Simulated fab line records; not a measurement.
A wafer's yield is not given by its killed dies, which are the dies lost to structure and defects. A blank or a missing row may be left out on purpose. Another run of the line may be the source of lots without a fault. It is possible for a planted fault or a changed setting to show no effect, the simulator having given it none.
Matching of chambers ; flow nand_harc ; 4 sister chambers for NHARC_P_CONTACT_ALD_22 on ald_metal-04
The step deposits TiN, target thk 3 nm, pulse time 1 s, ald cycles 150. 16 wafers are shown with their chamber, then 8 later ones without.

== WAFERS PAIRED WITH THEIR CHAMBERS ==
wafer;chamber;heater_power_w (W);precursor_pulse_height_rel;susceptor_temp_C (C)
L074.1;0;1170;0.969;450.09
L074.5;3;1197;0.999;450.28
L074.6;2;985;0.987;449.92
L075.1;0;1150;0.972;450.13
L075.2;1;1198;0.991;449.89
L075.4;2;978;0.962;449.89
L077.1;0;1180;0.974;450.13
L077.5;1;1201;1.033;449.78
L077.6;2;964;1.013;449.86
L079.1;2;969;0.989;450.43
L079.2;1;1201;1.023;449.90
L079.3;3;1174;1.008;449.84
L082.1;2;972;0.997;450.03
L082.3;0;1160;0.960;450.09
L082.6;1;1185;0.987;450.09
L085.2;3;1186;1.006;450.12

SIGNATURES (averages over the wafers above)
reading;chamber 0;chamber 1;chamber 2;chamber 3;scatter within a chamber
heater_power_w;1165.00;1196.25;973.60;1185.67;10
precursor_pulse_height_rel;0.96875;1.00850;0.98960;1.00433;0.0161
susceptor_temp_C;450.1100;449.9150;450.0260;450.0800;0.176
Rule: a wafer lies at a distance from a chamber equal to the root of the sum of squares, over the readings, of (its reading less the chamber's mean, divided by the reading's scatter). If the next closest chamber is less than 2 further off than the closest, the wafer can't be placed; otherwise it belongs to the closest. The scatter is the square root of a quotient: the sum, over the shown wafers, of each reading's squared deviation from its chamber's mean, divided by wafers minus chambers.

== WAFERS WITH NO CHAMBER GIVEN ==
wafer;heater_power_w (W);precursor_pulse_height_rel;susceptor_temp_C (C)
L085.4;933;0.982;450.32
L085.6;1183;1.012;449.75
L088.3;1172;0.991;449.62
L088.4;1182;1.022;450.34
L088.5;1212;0.988;449.83
L091.1;989;0.999;450.46
L091.3;1227;0.990;449.88
L091.6;1189;1.002;450.26

== WHICH CHAMBER EACH WENT THROUGH ==
wafer;from the rows above;in truth
L085.4;2;2
L085.6;can't be placed: 1 or 3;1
L088.3;can't be placed: 3 or 1 or 0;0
L088.4;can't be placed: 3 or 1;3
L088.5;can't be placed: 1 or 3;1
L091.1;2;2
L091.3;can't be placed: 1 or 3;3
L091.6;can't be placed: 3 or 1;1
2 of 8 placed correctly. Unplaceable from these rows: 6, with the true chamber sitting among the candidates in 6. 0 placed wrongly.
